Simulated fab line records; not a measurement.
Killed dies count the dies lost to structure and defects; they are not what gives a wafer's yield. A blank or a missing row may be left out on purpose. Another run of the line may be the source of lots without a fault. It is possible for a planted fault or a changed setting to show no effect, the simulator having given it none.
Chamber matching / flow n5 finfet / rie diel-02 running N5_BEOL_M0_SAQP_STRIP_108: 4 sister chambers
The step strips in N2/H2. 24 wafers are shown with their chamber, then 12 later ones without.

== WAFERS, EACH WITH ITS CHAMBER ==
wafer=L075.2; chamber=1; throttle valve pct (%)=18.99; showerhead plenum p Torr (Torr)=3.49; drypump motor current A (A)=5.7
wafer=L075.3; chamber=3; throttle valve pct (%)=19.50; showerhead plenum p Torr (Torr)=3.26; drypump motor current A (A)=6.6
wafer=L075.5; chamber=0; throttle valve pct (%)=19.11; showerhead plenum p Torr (Torr)=3.37; drypump motor current A (A)=6.5
wafer=L077.2; chamber=0; throttle valve pct (%)=19.12; showerhead plenum p Torr (Torr)=3.37; drypump motor current A (A)=6.5
wafer=L077.3; chamber=1; throttle valve pct (%)=19.00; showerhead plenum p Torr (Torr)=3.49; drypump motor current A (A)=5.7
wafer=L077.5; chamber=2; throttle valve pct (%)=18.83; showerhead plenum p Torr (Torr)=3.34; drypump motor current A (A)=5.9
wafer=L078.3; chamber=0; throttle valve pct (%)=19.13; showerhead plenum p Torr (Torr)=3.37; drypump motor current A (A)=6.6
wafer=L078.4; chamber=2; throttle valve pct (%)=18.83; showerhead plenum p Torr (Torr)=3.34; drypump motor current A (A)=5.8
wafer=L078.6; chamber=2; throttle valve pct (%)=18.85; showerhead plenum p Torr (Torr)=3.34; drypump motor current A (A)=5.9
wafer=L079.1; chamber=0; throttle valve pct (%)=19.11; showerhead plenum p Torr (Torr)=3.37; drypump motor current A (A)=6.5
wafer=L079.3; chamber=3; throttle valve pct (%)=19.51; showerhead plenum p Torr (Torr)=3.25; drypump motor current A (A)=6.5
wafer=L079.4; chamber=1; throttle valve pct (%)=19.00; showerhead plenum p Torr (Torr)=3.48; drypump motor current A (A)=5.7
wafer=L080.3; chamber=1; throttle valve pct (%)=19.00; showerhead plenum p Torr (Torr)=3.48; drypump motor current A (A)=5.7
wafer=L080.4; chamber=3; throttle valve pct (%)=19.51; showerhead plenum p Torr (Torr)=3.25; drypump motor current A (A)=6.5
wafer=L080.5; chamber=0; throttle valve pct (%)=19.12; showerhead plenum p Torr (Torr)=3.37; drypump motor current A (A)=6.6
wafer=L082.1; chamber=0; throttle valve pct (%)=19.14; showerhead plenum p Torr (Torr)=3.37; drypump motor current A (A)=6.6
wafer=L082.2; chamber=1; throttle valve pct (%)=18.99; showerhead plenum p Torr (Torr)=3.48; drypump motor current A (A)=5.7
wafer=L082.4; chamber=2; throttle valve pct (%)=18.84; showerhead plenum p Torr (Torr)=3.33; drypump motor current A (A)=5.8
wafer=L085.1; chamber=1; throttle valve pct (%)=19.01; showerhead plenum p Torr (Torr)=3.48; drypump motor current A (A)=5.7
wafer=L085.2; chamber=0; throttle valve pct (%)=19.14; showerhead plenum p Torr (Torr)=3.37; drypump motor current A (A)=6.6
wafer=L085.6; chamber=1; throttle valve pct (%)=19.02; showerhead plenum p Torr (Torr)=3.48; drypump motor current A (A)=5.7
wafer=L088.1; chamber=1; throttle valve pct (%)=19.01; showerhead plenum p Torr (Torr)=3.48; drypump motor current A (A)=5.7
wafer=L088.3; chamber=0; throttle valve pct (%)=19.16; showerhead plenum p Torr (Torr)=3.36; drypump motor current A (A)=6.5
wafer=L088.5; chamber=2; throttle valve pct (%)=18.85; showerhead plenum p Torr (Torr)=3.33; drypump motor current A (A)=5.9

SIGNATURES (means of the wafers above)
reading=throttle valve pct; chamber 0=19.1288; chamber 1=19.0025; chamber 2=18.8400; chamber 3=19.5067; scatter within a chamber=0.0129
reading=showerhead plenum p Torr; chamber 0=3.3687; chamber 1=3.4825; chamber 2=3.3360; chamber 3=3.2533; scatter within a chamber=0.00461
reading=drypump motor current A; chamber 0=6.550; chamber 1=5.700; chamber 2=5.860; chamber 3=6.533; scatter within a chamber=0.044
Rule: a wafer's distance from a chamber is the root of the sum, over the readings, of the square of ((its reading less the chamber's mean) divided by the reading's scatter). If the next closest chamber is less than 2 further off than the closest, the wafer can't be placed; otherwise it belongs to the closest. The scatter: the root of (the sum of the squares of (reading less its chamber's mean) over the shown wafers, divided by (wafers less chambers)).

== WAFERS WITH NO CHAMBER GIVEN ==
wafer=L090.1; throttle valve pct (%)=19.18; showerhead plenum p Torr (Torr)=3.36; drypump motor current A (A)=6.6
wafer=L090.2; throttle valve pct (%)=19.54; showerhead plenum p Torr (Torr)=3.24; drypump motor current A (A)=6.5
wafer=L090.4; throttle valve pct (%)=18.86; showerhead plenum p Torr (Torr)=3.33; drypump motor current A (A)=5.9
wafer=L091.2; throttle valve pct (%)=19.14; showerhead plenum p Torr (Torr)=3.36; drypump motor current A (A)=6.6
wafer=L091.4; throttle valve pct (%)=19.03; showerhead plenum p Torr (Torr)=3.47; drypump motor current A (A)=5.7
wafer=L091.5; throttle valve pct (%)=19.54; showerhead plenum p Torr (Torr)=3.24; drypump motor current A (A)=6.5
wafer=L095.3; throttle valve pct (%)=19.55; showerhead plenum p Torr (Torr)=3.24; drypump motor current A (A)=6.5
wafer=L095.4; throttle valve pct (%)=19.16; showerhead plenum p Torr (Torr)=3.36; drypump motor current A (A)=6.5
wafer=L095.5; throttle valve pct (%)=19.56; showerhead plenum p Torr (Torr)=3.24; drypump motor current A (A)=6.5
wafer=L096.2; throttle valve pct (%)=19.55; showerhead plenum p Torr (Torr)=3.24; drypump motor current A (A)=6.6
wafer=L096.3; throttle valve pct (%)=19.18; showerhead plenum p Torr (Torr)=3.36; drypump motor current A (A)=6.6
wafer=L096.5; throttle valve pct (%)=18.87; showerhead plenum p Torr (Torr)=3.32; drypump motor current A (A)=5.8

== EACH ONE'S CHAMBER ==
wafer=L090.1; from the rows above=0; in truth=0
wafer=L090.2; from the rows above=3; in truth=3
wafer=L090.4; from the rows above=2; in truth=2
wafer=L091.2; from the rows above=0; in truth=0
wafer=L091.4; from the rows above=1; in truth=1
wafer=L091.5; from the rows above=3; in truth=3
wafer=L095.3; from the rows above=3; in truth=3
wafer=L095.4; from the rows above=0; in truth=0
wafer=L095.5; from the rows above=3; in truth=3
wafer=L096.2; from the rows above=3; in truth=3
wafer=L096.3; from the rows above=0; in truth=0
wafer=L096.5; from the rows above=2; in truth=2
Placed correctly: 12 of 12. Number that these rows cannot place: 0. Number placed wrongly: 0.
